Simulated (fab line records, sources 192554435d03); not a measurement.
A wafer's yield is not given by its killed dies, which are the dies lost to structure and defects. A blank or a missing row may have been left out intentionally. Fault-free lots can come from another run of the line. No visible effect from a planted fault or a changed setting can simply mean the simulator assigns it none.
Which tool did it? + flow n5_finfet + 11 lots (27 wafers sampled), 1 step of a 1938-step route

## WHAT THE GAUGES READ, wafer by wafer
N5_BEOL_M4_RC_MEAS_101. Usual: DIBL_N 36.0 mV/V, standard deviation 2; DIBL_P 35.9 mV/V, standard deviation 2.5; IOFF_N 0.16 nA/um, standard deviation 0.038; IOFF_P 0.21 nA/um, standard deviation 0.04; ION_N 675 uA/um, standard deviation 14; ION_P 462 uA/um, standard deviation 9.4; SS_N 71.5 mV/dec, standard deviation 0.75; SS_P 73.2 mV/dec, standard deviation 0.74; VT_N 250 mV, standard deviation 3.9; VT_P -251 mV, standard deviation 3.2.
| lot  | measured     | on        | DIBL_N (mV/V)  | DIBL_P (mV/V)  | IOFF_N (nA/um) | IOFF_P (nA/um) | ION_N (uA/um) | ION_P (uA/um) | SS_N (mV/dec)  | SS_P (mV/dec)  | VT_N (mV)   | VT_P (mV)      | flag |
|------|--------------|-----------|----------------|----------------|----------------|----------------|---------------|---------------|----------------|----------------|-------------|----------------|------|
| L793 | day 7 20:10  | prober-01 | 35.2 36.8      | 35.1 35.2      | 0.17 0.21      | 0.22 0.22      | 691 694       | 472 466       | 70.9 71.7      | 73.1 73.5      | 244 242     | -245 -246      |      |
| L798 | day 9 08:00  | prober-02 | 32.5 35.9 35.7 | 32.2 35.1 35.0 | 0.11 0.15 0.15 | 0.16 0.19 0.18 | 679 676 675   | 473 460 464   | 69.6 70.2 70.1 | 71.7 73.4 72.7 | 256 251 251 | -251 -251 -249 |      |
| L799 | day 9 13:16  | prober-01 | 34.7 35.0 37.0 | 33.1 34.7 35.0 | 0.14 0.15 0.18 | 0.18 0.20 0.20 | 668 675 661   | 461 464 456   | 71.0 71.1 73.0 | 72.9 73.1 73.8 | 250 249 249 | -253 -250 -250 |      |
| L805 | day 11 03:13 | prober-01 | 37.8 35.9      | 37.0 37.3      | 0.22 0.17      | 0.23 0.24      | 678 665       | 454 459       | 72.3 71.3      | 73.3 73.5      | 245 249     | -250 -245      |      |
| L807 | day 12 04:15 | prober-01 | 38.6 38.6 35.6 | 39.3 39.2 36.2 | 0.22 0.21 0.17 | 0.24 0.26 0.20 | 685 683 696   | 466 472 474   | 72.4 72.2 71.3 | 73.3 73.0 72.3 | 248 248 248 | -251 -248 -249 |      |
| L809 | day 12 05:52 | prober-02 | 33.6 35.3 34.5 | 34.1 36.7 37.0 | 0.12 0.14 0.14 | 0.17 0.20 0.21 | 669 647 688   | 457 447 473   | 71.5 71.2 70.9 | 72.7 72.7 73.6 | 255 251 250 | -253 -249 -249 |      |
| L808 | day 12 08:11 | prober-01 | 38.6 34.9 39.8 | 39.1 34.7 40.8 | 0.21 0.13 0.25 | 0.25 0.18 0.29 | 687 658 683   | 462 448 465   | 72.5 72.0 72.4 | 74.8 73.1 74.8 | 246 254 242 | -249 -253 -246 |      |
| L811 | day 12 09:59 | prober-01 | 33.9 39.8      | 30.5 39.0      | 0.13 0.27      | 0.16 0.30      | 653 696       | 444 469       | 70.8 72.6      | 72.2 73.9      | 252 241     | -256 -244      |      |
| L813 | day 13 08:21 | prober-01 | 36.6 37.0      | 36.4 37.0      | 0.14 0.16      | 0.22 0.24      | 661 672       | 458 466       | 71.7 71.4      | 73.2 73.7      | 253 249     | -250 -249      |      |
| L814 | day 13 13:23 | prober-01 | 34.7 33.0      | 35.0 31.9      | 0.12 0.11      | 0.17 0.15      | 664 663       | 460 464       | 71.2 70.9      | 72.7 71.9      | 254 258     | -253 -256      |      |
| L815 | day 13 23:28 | prober-01 | 38.3 39.1      | 37.2 37.9      | 0.19 0.21      | 0.21 0.22      | 689 679       | 465 454       | 72.3 73.5      | 74.2 73.3      | 249 246     | -253 -250      |      |

## TOOL THAT RAN EACH LOT (tool first, then ch and the chambers of the sampled wafers, then the start)
The record holds no process step before these readings.

## AS READ BY THE TOOLS THEMSELVES (means over the sampled wafers that have a number; for cases with no such wafer, the mark the record gives instead)
The record holds no such reading with a usual standard deviation.

## THE ANSWER, worked out from the rows above alone
Rule: take the mean of a lot's wafers that have a number; if it is more than 3 standard deviations from the usual mean, the lot is off. Also off: a lot with no number at a reading for which 4 or more lots have one. Any other lot the step has rows for is counted as sound. Order of review: gauges by route order, followed by the tools' own readings, for which a lot's mean as printed above is used. At the first step where some lot is off, the reading lying furthest off is the one used; lots without a number count as furthest.
Nothing can be told from this: no lot is off at any reading shown.

## WHAT WAS PUT IN BY THE SIMULATOR
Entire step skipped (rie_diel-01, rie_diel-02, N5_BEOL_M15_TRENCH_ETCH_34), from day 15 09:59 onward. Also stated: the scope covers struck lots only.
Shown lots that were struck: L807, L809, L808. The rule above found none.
